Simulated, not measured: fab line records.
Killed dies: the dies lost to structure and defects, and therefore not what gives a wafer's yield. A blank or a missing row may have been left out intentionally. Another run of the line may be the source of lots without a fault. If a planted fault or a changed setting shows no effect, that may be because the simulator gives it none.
Check of tool commonality / flow n5_finfet / Sampled: 14 lots, 40 wafers

REASON IT WAS OPENED
At N5_SD_EPI_P_EPI_MEAS_23 the reading thk_nm is flagged on 2 of 14 lots. No-fault wafers: 61.2 nm, standard deviation 1.2.
Rule: a lot gets a flag if all its wafers with a number sit over 4 standard deviations from that mean, or if no wafer of it has a number. All remaining lots are regarded as sound.

lot=L124; measured=day 3 16:20; on=film_metro-01; thk_nm (nm), wafer by wafer=60.2 59.8; flag=
lot=L126; measured=day 3 23:54; on=film_metro-02; thk_nm (nm), wafer by wafer=60.1 61.7 61.2; flag=
lot=L127; measured=day 4 04:24; on=film_metro-01; thk_nm (nm), wafer by wafer=60.1 61.8 61.1; flag=
lot=L128; measured=day 4 11:31; on=film_metro-01; thk_nm (nm), wafer by wafer=60.6 61.6 61.1; flag=
lot=L129; measured=day 4 15:23; on=film_metro-02; thk_nm (nm), wafer by wafer=62.4 60.1 60.3; flag=
lot=L130; measured=day 4 21:58; on=film_metro-02; thk_nm (nm), wafer by wafer=61.1 60.9 60.1; flag=
lot=L132; measured=day 5 10:17; on=film_metro-02; thk_nm (nm), wafer by wafer=60.9 60.8 61.8; flag=
lot=L134; measured=day 5 21:01; on=film_metro-01; thk_nm (nm), wafer by wafer=62.6 62.2 60.3; flag=
lot=L138; measured=day 6 23:29; on=film_metro-02; thk_nm (nm), wafer by wafer=1.5 1.8 1.8; flag=FLAGGED
lot=L139; measured=day 7 05:39; on=film_metro-01; thk_nm (nm), wafer by wafer=1.1 1.6 0.3; flag=FLAGGED
lot=L142; measured=day 7 20:01; on=film_metro-02; thk_nm (nm), wafer by wafer=62.0 60.2 62.5; flag=
lot=L143; measured=day 8 05:13; on=film_metro-01; thk_nm (nm), wafer by wafer=60.3 59.6; flag=
lot=L145; measured=day 8 17:19; on=film_metro-01; thk_nm (nm), wafer by wafer=64.4 60.5 60.5; flag=
lot=L147; measured=day 9 03:29; on=film_metro-01; thk_nm (nm), wafer by wafer=61.1 59.4 60.2; flag=
The mean of the flagged lots' numbers is 1.4 nm, -59.9 nm from the usual (-50 standard deviations).

WHICH TOOL EACH LOT WENT THROUGH
The record holds 2 process steps before the reading, out of a route of 1938 steps. Cell contents, in order: the tool; ch with the chambers the sampled wafers went through; the start.
lot=L124; flag=; N5_SD_EPI_N_LINER_46=ald_sin-01 ch 0,2, day 3 11:11; N5_SD_EPI_P_PRECLEAN_51=epi_rpcvd-03 ch 0, day 3 12:58
lot=L126; flag=; N5_SD_EPI_N_LINER_46=ald_sin-03 ch 2,3, day 3 19:36; N5_SD_EPI_P_PRECLEAN_51=epi_rpcvd-03 ch 0, day 3 21:20
lot=L127; flag=; N5_SD_EPI_N_LINER_46=ald_sin-01 ch 1,3, day 4 00:07; N5_SD_EPI_P_PRECLEAN_51=epi_rpcvd-04 ch 0, day 4 01:50
lot=L128; flag=; N5_SD_EPI_N_LINER_46=ald_sin-01 ch 0,1,2, day 4 06:58; N5_SD_EPI_P_PRECLEAN_51=epi_rpcvd-01 ch 0, day 4 08:57
lot=L129; flag=; N5_SD_EPI_N_LINER_46=ald_sin-02 ch 0,2, day 4 11:04; N5_SD_EPI_P_PRECLEAN_51=epi_rpcvd-03 ch 0, day 4 12:51
lot=L130; flag=; N5_SD_EPI_N_LINER_46=ald_sin-02 ch 1,2, day 4 17:40; N5_SD_EPI_P_PRECLEAN_51=epi_rpcvd-04 ch 0, day 4 19:26
lot=L132; flag=; N5_SD_EPI_N_LINER_46=ald_sin-01 ch 1,3, day 5 05:30; N5_SD_EPI_P_PRECLEAN_51=epi_rpcvd-01 ch 0, day 5 07:44
lot=L134; flag=; N5_SD_EPI_N_LINER_46=ald_sin-03 ch 0,1,2, day 5 16:43; N5_SD_EPI_P_PRECLEAN_51=epi_rpcvd-01 ch 0, day 5 18:28
lot=L138; flag=FLAGGED; N5_SD_EPI_N_LINER_46=ald_sin-02 ch 0,2,3, day 6 19:11; N5_SD_EPI_P_PRECLEAN_51=epi_rpcvd-04, day 6 20:55
lot=L139; flag=FLAGGED; N5_SD_EPI_N_LINER_46=ald_sin-01 ch 1,3, day 7 01:02; N5_SD_EPI_P_PRECLEAN_51=epi_rpcvd-01, day 7 03:07
lot=L142; flag=; N5_SD_EPI_N_LINER_46=ald_sin-03 ch 0,2,3, day 7 15:52; N5_SD_EPI_P_PRECLEAN_51=epi_rpcvd-01 ch 0, day 7 17:29
lot=L143; flag=; N5_SD_EPI_N_LINER_46=ald_sin-03 ch 0,1, day 8 00:55; N5_SD_EPI_P_PRECLEAN_51=epi_rpcvd-04 ch 0, day 8 02:41
lot=L145; flag=; N5_SD_EPI_N_LINER_46=ald_sin-01 ch 0,2,3, day 8 12:25; N5_SD_EPI_P_PRECLEAN_51=epi_rpcvd-04 ch 0, day 8 14:46
lot=L147; flag=; N5_SD_EPI_N_LINER_46=ald_sin-01 ch 1,2,3, day 8 23:13; N5_SD_EPI_P_PRECLEAN_51=epi_rpcvd-04 ch 0, day 9 00:56
What is done by these steps:
- N5_SD_EPI_N_LINER_46: material SiNx, target thk 3 nm.
- N5_SD_EPI_P_PRECLEAN_51: cleans in NF3:NH3, afs cycles 1, time 20 s, sublimation time 60 s.
- N5_SD_EPI_P_EPI_MEAS_23

FLAGGED OVER TOTAL, TOOL BY TOOL (the gauges that took the reading come last)
step=N5_SD_EPI_N_LINER_46; tool=ald_sin-01; lots run=7; flagged=1; share of the flagged lots=some; sound lots run after its first flagged lot=2 (L145,L147)
step=N5_SD_EPI_N_LINER_46; tool=ald_sin-02; lots run=3; flagged=1; share of the flagged lots=some; sound lots run after its first flagged lot=0
step=N5_SD_EPI_N_LINER_46; tool=ald_sin-03; lots run=4; flagged=0; share of the flagged lots=none; sound lots run after its first flagged lot=-
step=N5_SD_EPI_P_PRECLEAN_51; tool=epi_rpcvd-01; lots run=5; flagged=1; share of the flagged lots=some; sound lots run after its first flagged lot=1 (L142)
step=N5_SD_EPI_P_PRECLEAN_51; tool=epi_rpcvd-03; lots run=3; flagged=0; share of the flagged lots=none; sound lots run after its first flagged lot=-
step=N5_SD_EPI_P_PRECLEAN_51; tool=epi_rpcvd-04; lots run=6; flagged=1; share of the flagged lots=some; sound lots run after its first flagged lot=3 (L143,L145,L147)
step=N5_SD_EPI_P_EPI_MEAS_23; tool=film_metro-01; lots run=8; flagged=1; share of the flagged lots=some; sound lots run after its first flagged lot=3 (L143,L145,L147)
step=N5_SD_EPI_P_EPI_MEAS_23; tool=film_metro-02; lots run=6; flagged=1; share of the flagged lots=some; sound lots run after its first flagged lot=1 (L142)

WHAT IS ALLOWED BY THE TABLE
No row of the table ran every flagged lot.

WHAT THE SIMULATOR HAD INSERTED
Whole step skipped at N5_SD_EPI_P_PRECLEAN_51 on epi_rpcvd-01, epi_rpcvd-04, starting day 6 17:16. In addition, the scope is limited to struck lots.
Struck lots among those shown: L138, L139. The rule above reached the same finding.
